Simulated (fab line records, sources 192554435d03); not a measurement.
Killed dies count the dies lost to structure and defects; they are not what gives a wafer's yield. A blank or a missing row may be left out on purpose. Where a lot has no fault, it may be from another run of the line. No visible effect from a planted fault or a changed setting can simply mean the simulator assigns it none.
Matching of chambers | flow n5-finfet | rie-diel-04 running N5_MIM_BOT_LITHO_DESCUM_10: 4 sister chambers
The step chemistry O2, time 7.9 s. 16 wafers are shown with their chamber, then 8 later ones without.

WAFERS, EACH WITH ITS CHAMBER
wafer  | chamber | drypump-motor-current-A (A) | throttle-valve-pct (%) | showerhead-plenum-p-Torr (Torr)
L075.1 | 2       | 5.7                         | 20.24                  | 2.06
L075.4 | 1       | 6.3                         | 20.53                  | 2.13
L075.5 | 1       | 6.3                         | 20.53                  | 2.13
L081.1 | 2       | 5.7                         | 20.25                  | 2.06
L081.2 | 0       | 5.1                         | 20.37                  | 2.04
L081.6 | 1       | 6.3                         | 20.53                  | 2.12
L082.1 | 0       | 5.1                         | 20.38                  | 2.04
L082.3 | 2       | 5.7                         | 20.26                  | 2.05
L082.6 | 2       | 5.7                         | 20.27                  | 2.05
L085.2 | 2       | 5.7                         | 20.27                  | 2.05
L085.3 | 3       | 5.7                         | 20.14                  | 2.12
L085.6 | 2       | 5.7                         | 20.27                  | 2.05
L084.1 | 2       | 5.7                         | 20.28                  | 2.05
L084.3 | 3       | 5.6                         | 20.16                  | 2.12
L084.5 | 3       | 5.6                         | 20.16                  | 2.12
L086.3 | 2       | 5.7                         | 20.26                  | 2.05

SIGNATURES (averages over the wafers above)
reading                  | chamber 0 | chamber 1 | chamber 2 | chamber 3 | scatter within a chamber
drypump-motor-current-A  | 5.100     | 6.300     | 5.700     | 5.633     | 0.0236
throttle-valve-pct       | 20.3750   | 20.5300   | 20.2625   | 20.1533   | 0.0111
showerhead-plenum-p-Torr | 2.0400    | 2.1267    | 2.0525    | 2.1200    | 0.00425
Rule: a wafer lies at a distance from a chamber equal to the root of the sum of squares, over the readings, of (its reading less the chamber's mean, divided by the reading's scatter). If the next closest chamber is less than 2 further off than the closest, the wafer can't be placed; otherwise it belongs to the closest. The scatter: take each reading less its chamber's mean, square it, sum over the shown wafers, divide by the number of wafers less the number of chambers, and take the root.

WAFERS WITH NO CHAMBER GIVEN
wafer  | drypump-motor-current-A (A) | throttle-valve-pct (%) | showerhead-plenum-p-Torr (Torr)
L086.5 | 5.7                         | 20.16                  | 2.12
L086.6 | 5.1                         | 20.40                  | 2.04
L094.1 | 5.7                         | 20.17                  | 2.11
L094.3 | 5.1                         | 20.43                  | 2.03
L094.4 | 6.3                         | 20.58                  | 2.11
L096.1 | 5.2                         | 20.43                  | 2.03
L096.5 | 5.7                         | 20.31                  | 2.04
L096.6 | 6.3                         | 20.60                  | 2.11

THE CHAMBER EACH PASSED THROUGH
wafer  | from the rows above | in truth
L086.5 | 3                   | 3
L086.6 | 0                   | 0
L094.1 | 3                   | 3
L094.3 | 0                   | 0
L094.4 | 1                   | 1
L096.1 | 0                   | 0
L096.5 | 2                   | 2
L096.6 | 1                   | 1
Placed correctly: 8 of 8. Number that these rows cannot place: 0. Placed wrongly: 0.
